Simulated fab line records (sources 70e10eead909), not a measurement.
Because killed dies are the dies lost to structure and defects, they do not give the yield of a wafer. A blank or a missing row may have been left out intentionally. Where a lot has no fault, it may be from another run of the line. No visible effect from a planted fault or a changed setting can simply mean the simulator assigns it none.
Chamber matching ; flow nand-harc ; NHARC_A_WL_FILL_ALD_10 on ald-hk-02: 4 sister chambers
The step deposits SiO2, target thk 50 nm, pulse time 10 s, ald cycles 500. 8 wafers are shown with their chamber, then 12 later ones without.

== WAFERS, EACH WITH ITS CHAMBER ==
wafer;chamber;heater-power-w (W);precursor-pulse-height-rel
L087.6;0;444;0.982
L087.5;1;376;1.024
L086.2;2;520;1.007
L086.4;3;465;1.034
L086.1;0;443;0.998
L086.3;1;378;1.022
L086.5;2;491;0.994
L086.6;3;465;0.993

== WAFERS WITH NO CHAMBER GIVEN ==
wafer;heater-power-w (W);precursor-pulse-height-rel
L090.1;438;1.016
L090.4;364;1.005
L090.3;459;1.038
L092.3;521;1.023
L092.5;438;1.010
L092.6;379;1.010
L097.2;369;0.978
L097.1;467;0.982
L097.3;495;1.007
L097.4;422;1.025
L097.6;378;0.978
L097.5;489;1.009

== WHICH CHAMBER EACH WENT THROUGH ==
wafer;from the rows above;in truth
L090.1;can't be placed: 0 or 3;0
L090.4;1;1
L090.3;can't be placed: 3 or 0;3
L092.3;2;2
L092.5;can't be placed: 0 or 3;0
L092.6;1;1
L097.2;1;1
L097.1;can't be placed: 3 or 0 or 2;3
L097.3;can't be placed: 2 or 3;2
L097.4;can't be placed: 0 or 3 or 1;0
L097.6;1;1
L097.5;can't be placed: 2 or 3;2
Placed correctly: 5 of 12. Unplaceable from these rows: 7, with the true chamber sitting among the candidates in 7. Number placed wrongly: 0.
How it was worked out, from the rows above alone: a wafer's distance from a chamber is the root of the sum, over the readings, of the square of ((its reading less the chamber's mean) divided by the reading's scatter). If the next closest chamber is less than 2 further off than the closest, the wafer can't be placed; otherwise it belongs to the closest. For every chamber, the mean is computed from those of its wafers that are shown. The scatter is the square root of a quotient: the sum, over the shown wafers, of each reading's squared deviation from its chamber's mean, divided by wafers minus chambers.
